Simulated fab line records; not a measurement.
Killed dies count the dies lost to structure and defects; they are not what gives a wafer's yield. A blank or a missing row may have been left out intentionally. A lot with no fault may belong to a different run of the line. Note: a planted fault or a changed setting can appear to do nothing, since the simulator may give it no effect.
Comparing a struck lot with a sound one || flow nand-harc || 14 out of 1302 route steps
Sound: the wafers L520.1, L520.2, L520.3. Struck: wafers L517.1, L517.3, L517.4. The cause is named last.
For every step that has rows: the tool of each side, followed by ch and its chambers, followed by its first start. Under that, the readings that differ: sound wafers || struck wafers || difference of the means || sigmas: that difference in standard deviations of wafers without a fault.
alike: readings with means less than 2 such deviations apart, plus words and numbers identical on both sides. not compared: withheld readings, readings lacking a value on some wafer, bounds such as >300 that could conceal the same value, and numbers that have no deviation in the record and whose values overlap.
Wherever a step has rows on one side only, a row that says differs or no value, or a row with sigmas, the two part there. Non-overlapping numbers with no deviation appear without sigmas and do not part them. A reading missing from all wafers of one side parts the sides only when that side holds two or more wafers.

first, 1 step without rows for these wafers: NHARC_P_M0_DEVELOP_08 (develop time 35 s).
NHARC_P_M0_CD_MEAS_09: target cd 90 nm.
  sound on cd-sem-01 ch 0, day 11 06:24; struck on cd-sem-03 ch 0, day 10 13:44
  alike: cd-nm
NHARC_P_M0_OVL_MEAS_10: pitch 180 nm.
  sound on overlay-02 at day 11 06:29; struck on overlay-02 at day 10 13:50
  alike: overlay-x-nm, overlay-y-nm
NHARC_P_M0_INSPECT_11:
  sound on defect-inspect-02 at day 11 06:32; struck on defect-inspect-02 at day 10 13:52
  alike: raw-defect-count
NHARC_P_M0_DESCUM_14: chemistry O2, time 3 s.
  sound on rie-diel-08 ch 1,2,3, day 11 06:36; struck on rie-diel-08 ch 0,1,2, day 10 13:56
{"reading": "rf-hours-counter-h (h)", "sound": "18 17 17", "struck": "11 11 5", "difference": -8, "sigmas": ""}
  alike: drypump-motor-current-A, o2-flow-sccm, oes-product-au, rf-vpp-V, showerhead-plenum-p-Torr, throttle-valve-pct
then, 1 step without rows for these wafers: NHARC_P_M0_ETCH_34 (etches the open film in N2/H2, target depth 40 nm, overetch 12 nm, time 43.94 s).
NHARC_P_M0_ETCH_15: etches the open film in C4F8/Ar, target depth 150 nm, overetch 15 nm, time 82.5 s.
  sound: rie-diel-08 ch 0,1,3; struck: rie-diel-08 ch 1,2,3
{"reading": "rf-hours-counter-h (h)", "sound": "13 17 18", "struck": "10 11 11", "difference": -5, "sigmas": ""}
  alike: oes-product-au, rf-vpp-V
NHARC_P_M0_CD_MEAS_16:
  sound on cd-sem-03 at day 11 06:55; struck on cd-sem-03 at day 10 14:14
  alike: cd-nm
NHARC_P_M0_STRIP_18: strips in N2/H2.
  sound on rie-diel-09 ch 0,2,3, day 11 07:01; struck on rie-diel-08 ch 0,1,3, day 10 14:19
{"reading": "rf-hours-counter-h (h)", "sound": "15 14 15", "struck": "10 11 5", "difference": -6, "sigmas": ""}
  alike: drypump-motor-current-A, oes-product-au, rf-vpp-V, showerhead-plenum-p-Torr, throttle-valve-pct
then, 1 step without rows for these wafers: NHARC_P_M0_STRIP_19 (strips in post etch residue remover, time 600 s).
NHARC_P_M0_DEGAS_28: time 60 s.
  sound on pvd-sputter-01 at day 11 07:32; struck on pvd-sputter-03 at day 10 14:52
{"reading": "susceptor-temp-C (C)", "sound": "- - -", "struck": "250.20 249.93 250.08", "difference": "no value on the sound wafers", "sigmas": ""}
  alike: heater-power-w
then, 1 step without rows for these wafers: NHARC_P_M0_PRE_CLEAN_29 (time 30 s).
NHARC_P_M0_PVD_20: deposits TaN, target thk 5 nm, time 8.06 s.
  sound on pvd-sputter-01 at day 11 07:40; struck on pvd-sputter-03 at day 10 14:58
  no value came back on the struck wafers for bias-v (V), cathode-dc-power-W (W), throttle-valve-pct (%); on the sound wafers bias-v (V) reads 166.7 166.2 168.7
NHARC_P_M0_PVD_21: deposits Cu, target thk 30 nm, time 20.49 s.
  sound on pvd-sputter-01; struck on pvd-sputter-03
  alike: cathode-dc-power-W, chamber-pressure-pa, throttle-valve-pct

== WHERE THEY PART ==
Last at NHARC_P_M0_PVD_20 as far as this record goes, first at NHARC_P_M0_DEGAS_28. Later steps at which nothing parts them and some readings are alike: NHARC_P_M0_PVD_21.

WHY: whatever the simulator had introduced
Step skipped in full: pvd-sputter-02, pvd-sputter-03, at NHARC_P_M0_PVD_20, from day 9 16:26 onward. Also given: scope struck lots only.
